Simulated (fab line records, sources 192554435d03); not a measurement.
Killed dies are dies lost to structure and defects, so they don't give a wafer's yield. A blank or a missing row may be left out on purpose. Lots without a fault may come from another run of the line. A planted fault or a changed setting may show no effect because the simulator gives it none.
fab line records | flow n5_finfet
record lots=10 wafers=29 last_day=18
route steps=1938 shown GATE_CUT@493 BEOL_M4@1111 PASSIVATION@1936
lots that met no fault: from a run of the same line without faults
start_h: hours from the record's first day to the start of the lot's first wafer shown | wait_h: hours since the lot's step before | " the same as in the row above | L1.1+2: a row that stands for several wafers | - no value, or no start given | * or withheld: withheld | < > ~ a bound
route shown NAME@n: a module of which the file shows steps, and the number in the route of the first | usual: mean/standard deviation of fault-free wafers | same: alike in all rows | chamber/n: place in a boat | sites: the reading at each site | _std_site: their standard deviation | _edge_site: outer sites' mean less inner sites' | radius_mm: how far each site lies from the wafer's centre | mask NAME#n: copy n | behind: the tool/chamber that last shaped the wafer | hold: why the lot was held/for how many hours/how that ended | device: the transistor (n, p or np) that didn't switch | end of line: the same wafers' tests at the end of the route | a step without rows: its recipe alone | killed: dies lost to structure and defects at the first sort, not the wafer's yield | map: a wafer's dies, x killed, . not, _ none there
set.NAME: the setting as run; set.NAME@STEP: as run at that earlier step | model.NAME: the simulator's own value behind a step, which no gauge read
steps of the route over a sample of lots; a table a step, a row a wafer
services: from which hour (start_h, from the record's first day; less than 0 if before it) a tool's chamber was out of use, for how many hours, and why
## steps
# step N5_GATE_CUT_ETCH_37
# recipe chemistry=N2/H2 target=SOC target_depth_a=600 overetch_a=120 mask_material=SiARC temp_c=40 time_s=90 ion_energy_ev=200 pressure_mtorr=30 source_w=840 bias_w=150 n2_flow_sccm=200 h2_flow_sccm=200
# usual bias_w=149.9/0.52 chamber_pressure_mTorr=30.002/0.024 drypump_motor_current_A=5.8/0.54 oes_product_au=0.68/0.062 rf_vpp_V=524.3/2.8 showerhead_plenum_p_Torr=2.56/0.095 throttle_valve_pct=17.75/0.24
# columns lot.wafer tool chamber start_h wait_h bias_w chamber_pressure_mTorr drypump_motor_current_A oes_product_au rf_hours_counter_h rf_vpp_V showerhead_plenum_p_Torr throttle_valve_pct
L108.4 rie_diel-02 1 82.66 0.0 150.7 29.969 5.1 0.64 196 527.0 2.62 17.55
L108.5 " 1 " " 149.6 30.020 5.1 0.65 - 526.9 2.62 17.55
L108.6 " 0 " " 150.3 30.017 6.4 0.62 - 526.3 2.60 17.72
L113.1 rie_diel-06 2 116.02 0.0 149.6 29.956 6.2 0.83 13 520.7 2.48 17.75
L113.3 " 1 " " 149.2 29.983 5.4 0.77 38 524.7 2.57 17.13
L113.4 " 3 " " 150.2 30.021 5.2 0.66 151 519.7 2.45 18.01
L117.5 rie_diel-06 0 136.23 0.0 150.2 29.974 5.9 0.65 - 525.6 2.66 18.10
L117.6 " 1 " " 150.1 29.994 5.4 0.76 - 525.4 2.56 17.14
L119.1 rie_diel-04 0 151.44 0.0 149.0 30.010 5.3 0.68 143 527.8 2.66 17.85
L119.3 " 1 " " 150.4 29.999 6.3 0.65 187 527.1 2.65 17.68
L119.5 " 0 " " 149.3 30.024 5.4 0.68 - 527.7 2.66 17.85
L120.1 rie_diel-04 1 158.37 0.0 149.9 29.983 6.2 0.65 190 525.9 2.65 17.68
L120.2 " 0 " " 150.6 30.003 5.3 0.67 146 526.2 2.66 17.85
L120.6 " 3 " " 149.9 29.988 5.9 0.63 - 520.9 2.40 17.81
L121.1 rie_diel-02 0 166.57 0.0 149.7 29.959 6.5 0.86 5 524.7 2.60 17.25
L121.5 " 0 " " 149.6 29.984 6.4 0.86 - 525.7 2.60 17.24
L121.6 " 1 " " 150.3 30.040 5.1 0.63 - 525.3 2.61 17.61
L122.1 rie_diel-04 0 169.10 0.0 149.8 29.999 5.3 0.68 150 528.1 2.66 17.85
L122.2 " 2 " " 150.4 29.984 4.9 0.66 197 525.3 2.62 17.71
L122.5 " 1 " " 149.3 30.000 6.2 0.65 - 526.9 2.65 17.71
L124.1 rie_diel-04 2 180.50 0.0 150.3 29.978 4.9 0.66 200 526.8 2.62 17.69
L124.4 " 3 " " 150.4 30.018 5.9 0.62 234 520.2 2.40 17.80
L124.5 " 2 " " 149.1 29.989 4.9 0.66 - 525.5 2.62 17.71
L129.1 rie_diel-04 0 213.38 0.0 149.7 30.024 5.3 0.67 162 527.0 2.66 17.88
L129.5 " 3 " " 150.2 29.966 5.9 0.62 - 519.5 2.39 17.81
L129.6 " 0 " " 149.9 30.015 5.3 0.67 - 526.9 2.66 17.87
L130.1 rie_diel-02 0 217.15 0.0 149.8 29.969 6.4 0.83 20 526.7 2.59 17.28
L130.2 " 2 " " 149.8 29.978 6.4 0.64 196 520.5 2.43 17.92
L130.4 " 1 " " 149.6 30.041 5.1 0.63 237 524.3 2.61 17.63
# step N5_GATE_CUT_VAPOR_ETCH_49
# recipe chemistry=BCl3/Cl2 target=TiAlC mode=isotropic
# usual drypump_motor_current_A=5.5/0.34 he_backside_leak_sccm=3.35/0.21 oes_product_au=0.75/0.14
# columns lot.wafer tool chamber start_h wait_h drypump_motor_current_A he_backside_leak_sccm oes_product_au
L108.4 rie_metal-02 1 83.20 0.0 5.5 3.36 0.62
L108.5 " 0 " " 4.9 3.07 0.63
L108.6 " 1 " " 5.5 3.37 0.62
L113.1 rie_metal-02 1 116.55 0.0 5.5 3.41 0.62
L113.3 " 0 " " 4.9 3.27 0.63
L113.4 " 1 " " 5.5 3.32 0.62
L117.5 rie_metal-02 0 136.75 0.0 4.9 3.23 0.63
L117.6 " 1 " " 5.5 3.31 0.61
L119.1 rie_metal-02 1 151.97 0.0 - - -
L119.3 " 1 " " - - -
L119.5 " 0 " " - - -
L120.1 rie_metal-02 0 158.89 0.0 - - -
L120.2 " 1 " " - - -
L120.6 " 0 " " - - -
L121.1 rie_metal-01 1 167.10 0.0 - - -
L121.5 " 1 " " - - -
L121.6 " 0 " " - - -
L122.1 rie_metal-01 1 169.62 0.0 5.6 3.64 0.95
L122.2 " 0 " " 5.5 3.15 0.94
L122.5 " 0 " " 5.5 3.23 0.94
L124.1 rie_metal-02 1 181.03 0.0 5.5 3.42 0.60
L124.4 " 0 " " 4.9 3.53 0.61
L124.5 " 0 " " 4.9 3.40 0.62
L129.1 rie_metal-02 0 214.12 0.1 4.9 3.28 0.61
L129.5 " 0 " " 4.9 3.10 0.61
L129.6 " 0 " " 4.9 3.39 0.61
L130.1 rie_metal-01 0 217.67 0.0 5.5 3.10 0.89
L130.2 " 1 " " 5.7 3.56 0.93
L130.4 " 0 " " 5.5 3.16 0.89
# step N5_GATE_CUT_STRIP_21
# recipe chemistry=N2/H2 time_s=30 power_w=1000 temp_c=250 pressure_mtorr=withheld n2_flow_sccm=1750 h2_flow_sccm=3250
# usual drypump_motor_current_A=5.88/0.15 heater_power_w=347/52
# columns lot.wafer tool chamber start_h wait_h drypump_motor_current_A heater_power_w rf_hours_counter_h
L108.4 plasma_asher-01 0 83.29 0.1 6.01 396 -
L108.5 " 1 " " 5.95 285 -
L108.6 " 0 " " 6.01 406 -
L113.1 plasma_asher-02 1 116.63 0.0 5.94 393 95
L113.3 " 0 " " 5.66 307 -
L113.4 " 1 " " 5.96 389 -
L117.5 plasma_asher-02 1 136.85 0.1 5.93 393 -
L117.6 " 0 " " 5.66 304 -
L119.1 plasma_asher-02 1 152.05 0.0 5.96 383 103
L119.3 " 1 " " 5.95 395 -
L119.5 " 1 " " 5.97 395 -
L120.1 plasma_asher-02 0 158.97 0.0 5.61 308 104
L120.2 " 1 " " 5.92 390 104
L120.6 " 0 " " 5.60 307 -
L121.1 plasma_asher-02 1 167.18 0.0 5.95 405 105
L121.5 " 0 " " 5.66 310 -
L121.6 " 1 " " 5.94 397 -
L122.1 plasma_asher-01 0 169.70 0.0 6.01 397 55
L122.2 " 1 " " 5.97 277 55
L122.5 " 1 " " 5.94 282 -
L124.1 plasma_asher-01 0 181.11 0.0 6.00 399 57
L124.4 " 1 " " 5.94 278 -
L124.5 " 1 " " 5.97 285 -
L129.1 plasma_asher-01 1 214.26 0.1 5.96 285 64
L129.5 " 0 " " 6.02 392 -
L129.6 " 1 " " 5.96 279 -
L130.1 plasma_asher-01 0 217.75 0.0 6.01 401 65
L130.2 " 1 " " 5.96 270 65
L130.4 " 1 " " 5.95 281 -
# step N5_GATE_CUT_CMP_43
# recipe material=SiO2 post_cmp_clean=rinse_only
# usual motor_current_A=12.1/1.1 retaining_ring_pressure_frac=1.000/0.0047
# columns lot.wafer tool chamber start_h wait_h motor_current_A retaining_ring_pressure_frac
L108.4 cmp-01 3 85.47 0.3 13.1 0.995
L108.5 " 0 " " 11.3 1.000
L108.6 " 1 " " 13.1 1.007
L113.1 cmp-01 0 118.61 0.0 11.5 1.004
L113.3 " 1 " " 13.2 0.998
L113.4 " 2 " " 11.4 1.009
L117.5 cmp-02 1 139.10 0.3 12.5 1.004
L117.6 " 2 " " 10.3 1.001
L119.1 cmp-01 0 154.21 0.1 11.5 0.998
L119.3 " 2 " " 11.3 1.004
L119.5 " 0 " " 11.1 1.005
L120.1 cmp-02 3 161.06 0.1 13.3 0.990
L120.2 " 0 " " 15.4 1.001
L120.6 " 3 " " 13.1 0.997
L121.1 cmp-01 2 169.22 0.1 11.3 0.996
L121.6 " 1 " " 12.8 0.997
L121.5 " 2 " " 11.9 1.000
L122.1 cmp-03 3 171.67 0.0 12.3 1.002
L122.2 " 1 " " 12.2 0.998
L122.5 " 0 " " 11.3 1.008
L124.4 cmp-03 0 183.07 0.0 11.3 1.005
L124.1 " 1 " " 12.2 1.004
L124.5 " 0 " " 11.1 0.995
L129.1 cmp-01 1 216.63 0.2 13.1 1.004
L129.6 " 3 " " 12.9 0.998
L129.5 " 0 " " 12.0 1.004
L130.1 cmp-03 2 219.98 0.0 11.0 1.007
L130.4 " 3 " " 12.2 0.997
L130.2 " 1 " " 12.5 1.005
# step N5_BEOL_M4_RC_MEAS_101
# usual DIBL_N=37.0/2.3 DIBL_P=37.3/2.8 IOFF_N=0.17/0.046 IOFF_P=0.23/0.054 ION_N=675/14 ION_P=460/9.3 SS_N=71.7/0.73 SS_P=73.6/0.95 VT_N=249/3.9 VT_P=-250/3.9
# columns lot.wafer tool chamber start_h wait_h DIBL_N[mV/V] DIBL_P[mV/V] IOFF_N[nA/um] IOFF_P[nA/um] ION_N[uA/um] ION_P[uA/um] SS_N[mV/dec] SS_P[mV/dec] VT_N[mV] VT_P[mV]
L108.4 prober-02 0 167.30 0.5 40.3 40.9 0.23 0.31 680 471 72.2 74.8 243 -246
L108.5 " 0 " " 37.1 35.4 0.15 0.21 676 464 71.3 73.7 251 -251
L108.6 " 0 " " 43.8 44.8 0.36 0.42 712 478 73.7 76.2 240 -243
L113.1 prober-01 0 201.22 0.0 36.5 38.2 0.19 0.25 691 469 72.1 73.1 246 -247
L113.3 " 0 " " 34.8 36.0 0.14 0.21 653 455 71.9 71.4 251 -248
L113.4 " 0 " " 40.1 43.2 0.28 0.37 701 483 72.7 74.5 242 -242
L117.5 prober-02 0 222.87 0.6 35.7 35.0 0.15 0.23 677 468 71.5 73.0 250 -246
L117.6 " 0 " " 41.2 42.4 0.27 0.37 700 473 73.1 74.4 244 -243
L119.1 prober-01 0 235.41 0.0 37.4 35.9 0.17 0.19 670 458 71.4 73.9 247 -251
L119.3 " 0 " " 39.7 38.7 0.21 0.24 677 461 72.4 73.9 246 -251
L119.5 " 0 " " 37.1 36.5 0.15 0.20 650 450 71.0 72.9 252 -251
L120.1 prober-02 0 248.20 0.0 32.2 32.4 0.11 0.18 655 460 70.1 72.2 256 -253
L120.2 " 0 " " 39.6 41.7 0.26 0.34 701 478 71.5 75.0 240 -244
L120.6 " 0 " " 37.6 38.2 0.19 0.26 678 465 72.0 73.4 247 -245
L121.1 prober-02 0 250.89 0.0 36.1 38.2 0.19 0.28 668 459 71.0 74.4 243 -245
L121.5 " 0 " " 33.9 34.1 0.14 0.21 673 458 70.5 72.7 251 -250
L121.6 " 0 " " 37.1 38.5 0.23 0.30 694 469 71.8 74.5 241 -245
L122.1 prober-01 0 280.83 0.0 34.0 32.0 0.10 0.16 656 456 70.8 72.3 256 -253
L122.2 " 0 " " 40.2 40.6 0.21 0.31 663 458 73.1 74.7 250 -247
L122.5 " 0 " " 38.4 38.3 0.18 0.26 656 453 73.0 74.2 247 -249
L124.1 prober-01 0 285.46 0.0 39.3 41.4 0.23 0.26 687 465 72.8 74.4 246 -248
L124.4 " 0 " " 41.2 44.0 0.28 0.32 704 470 73.7 75.4 241 -245
L124.5 " 0 " " 36.0 36.5 0.16 0.19 681 456 71.7 73.3 248 -253
L129.1 prober-01 0 308.46 0.0 37.8 36.6 0.16 0.20 677 459 71.3 73.3 250 -256
L129.5 " 0 " " 38.4 36.6 0.16 0.21 656 444 71.8 72.9 253 -252
L129.6 " 0 " " 40.4 38.7 0.22 0.24 668 451 72.2 73.2 247 -253
L130.1 prober-02 0 319.71 0.0 37.7 38.9 0.19 0.28 670 460 72.9 73.9 249 -247
L130.2 " 0 " " 40.0 40.9 0.24 0.30 696 474 73.1 74.6 244 -245
L130.4 " 0 " " 35.8 37.0 0.15 0.23 677 471 71.6 73.2 250 -248
# step N5_PASSIVATION_PROBE_49
# usual defect_limited_yield=91.5/1.3 killed_at_M0_to_M3=36/10 killed_at_M4_up=13/4.7 killed_at_contacts=13/6.7 killed_at_front_end=37/9.7 killed_at_other=2.6/2.3 killed_dies=101/15 killed_open=67/12 killed_short=32/6.7 sort_bin_4_leakage=0.0/0.31 sort_bin_5_function=5.0/0.89 sort_bin_6_memory=3.2/0.63 sort_bin_8_speed=0.01/0.03 sort_n_pass=1079/16 sort_yield_pct=91.4/1.4
# same gross_dies=1180 killed_at_back_side=0
# columns lot.wafer tool chamber start_h wait_h defect_limited_yield[%] killed_at_M0_to_M3 killed_at_M4_up killed_at_contacts killed_at_front_end killed_at_other killed_dies killed_open killed_short sort_bin_4_leakage[%] sort_bin_5_function[%] sort_bin_6_memory[%] sort_bin_8_speed[%] sort_n_pass sort_yield_pct[%]
L121.6 prober-02 - 368.58 0.3 90.8 53 8 6 39 3 109 71 36 0 4.3 4.3 0 1071 90.8
L122.1 prober-01 - 386.66 0.0 88.9 42 5 41 41 2 131 94 37 0 7.1 3.6 0 1049 88.9
L122.2 prober-01 - 386.71 0.1 90.6 44 12 19 34 2 111 78 28 0 5.4 3.4 0.08 1069 90.6
L122.5 prober-01 - 386.86 0.2 88.6 59 12 18 43 2 134 90 41 0 6.5 4.1 0 1046 88.6
L124.1 prober-01 - 398.61 0.0 91.6 31 16 10 40 2 99 65 34 0 4.6 3.2 0 1081 91.6
L124.4 prober-01 - 398.76 0.2 91.9 35 16 9 35 1 96 67 28 0 4.9 2.8 0 1084 91.9
L124.5 prober-01 - 398.81 0.2 92.3 21 12 9 43 6 91 52 36 0 3.6 3.4 0 1089 92.3
# killed by level:class
L121.6 BEOL_M2:geometric_particle:open=14 BEOL_M3:geometric_particle:open=10 GATE_CUT:geometric_particle:open=7 BEOL_M0_SAQP:geometric_particle:short=6 BEOL_M0_SAQP:geometric_particle:open=6 BEOL_M2:geometric_particle:short=6 DUMMY_GATE:geometric_particle:open=5 MOL_CONTACT_COAG:geometric_particle:open=5
L122.1 MOL_CONTACT_COAG:geometric_particle:open=30 BEOL_M1:geometric_particle:open=13 MOL_CONTACT_COAG:geometric_particle:short=11 BEOL_M2:geometric_particle:open=10 FIN_SAQP:geometric_particle:open=9 STI_FIN_REVEAL:geometric_particle:open=9 BEOL_M0:geometric_particle:open=5 FIN_SAQP:geometric_particle:short=4
L122.2 MOL_CONTACT_COAG:geometric_particle:open=15 FIN_SAQP:geometric_particle:open=10 BEOL_M2:geometric_particle:open=10 BEOL_M1:geometric_particle:open=9 BEOL_M0_SAQP:geometric_particle:short=8 FIN_SAQP:geometric_particle:short=6 BEOL_M5:geometric_particle:open=5 MOL_CONTACT_COAG:geometric_particle:short=4
L122.5 BEOL_M2:geometric_particle:open=14 MOL_CONTACT_COAG:geometric_particle:open=13 BEOL_M0_SAQP:geometric_particle:short=13 BEOL_M0_SAQP:geometric_particle:open=13 FIN_SAQP:geometric_particle:open=9 FIN_SAQP:geometric_particle:short=8 BEOL_M3:geometric_particle:open=7 BEOL_M4:geometric_particle:open=7
L124.1 BEOL_M0_SAQP:geometric_particle:open=11 MOL_CONTACT_COAG:geometric_particle:open=9 BEOL_M0_SAQP:geometric_particle:short=9 BEOL_M4:geometric_particle:open=7 GATE_CUT:geometric_particle:short=6 BEOL_M1:geometric_particle:open=6 FIN_SAQP:geometric_particle:open=5 FIN_SAQP:geometric_particle:short=5
L124.4 BEOL_M2:geometric_particle:open=12 FIN_SAQP:geometric_particle:open=8 MOL_CONTACT_COAG:geometric_particle:open=8 FIN_SAQP:geometric_particle:short=7 STI_FIN_REVEAL:geometric_particle:open=7 BEOL_M1:geometric_particle:open=6 BEOL_M0_SAQP:geometric_particle:open=5 BEOL_M0_SAQP:geometric_particle:short=5
L124.5 FIN_SAQP:geometric_particle:open=12 FIN_SAQP:geometric_particle:short=8 BEOL_M0_SAQP:geometric_particle:short=6 STI_FIN_REVEAL:geometric_particle:open=5 GATE_CUT:geometric_particle:short=5 MOL_CONTACT_COAG:geometric_particle:open=5 MOL_CONTACT_COAG:geometric_particle:short=4 BEOL_M0_SAQP:geometric_particle:open=4
## services
# columns tool chamber start_h hours kind
rie_metal-01 0 90.98 - clean
rie_metal-01 0 90.98 19.3 scheduled_down
rie_metal-01 0 90.98 19.3 vent_cycle
rie_diel-04 2 105.53 3.5 repair
cmp-01 - 132.40 5.5 pm
cmp-02 - 132.78 4.0 pm
rie_diel-02 0 133.14 - clean
rie_diel-02 0 133.14 - consumable_replace:focus_ring
rie_diel-02 0 133.14 16.0 scheduled_down
rie_diel-02 0 133.14 16.0 vent_cycle
cmp-02 - 136.78 - consumable_replace:conditioner
cmp-02 - 136.78 - consumable_replace:pad
rie_diel-04 2 140.05 19.5 repair
rie_metal-01 1 176.04 4.8 repair
rie_diel-04 3 180.80 1.6 repair
cmp-03 - 190.45 4.0 pm
cmp-03 - 194.45 - consumable_replace:conditioner
cmp-03 - 194.45 - consumable_replace:pad
cmp-01 - 198.85 1.9 repair
rie_metal-02 1 204.81 - clean
rie_metal-02 1 204.81 15.8 scheduled_down
rie_metal-02 1 204.81 15.8 vent_cycle
cmp-02 - 215.11 6.7 pm
## key
first_sign step=N5_GATE_CUT_VAPOR_ETCH_49 reading=tool_record direction=missing
effect none on later readings
met_at N5_GATE_CUT_VAPOR_ETCH_49
struck_lots L119,L120,L121
not_acting_at N5_GATE_CUT_ETCH_37,N5_GATE_CUT_STRIP_21,N5_GATE_CUT_CMP_43
onset_between 136.75 151.97
fault kind=skipped_step_whole tool=rie_metal-01,rie_metal-02 chamber=- onset_h=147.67 steps=N5_GATE_CUT_VAPOR_ETCH_49 scope=struck_lots_only
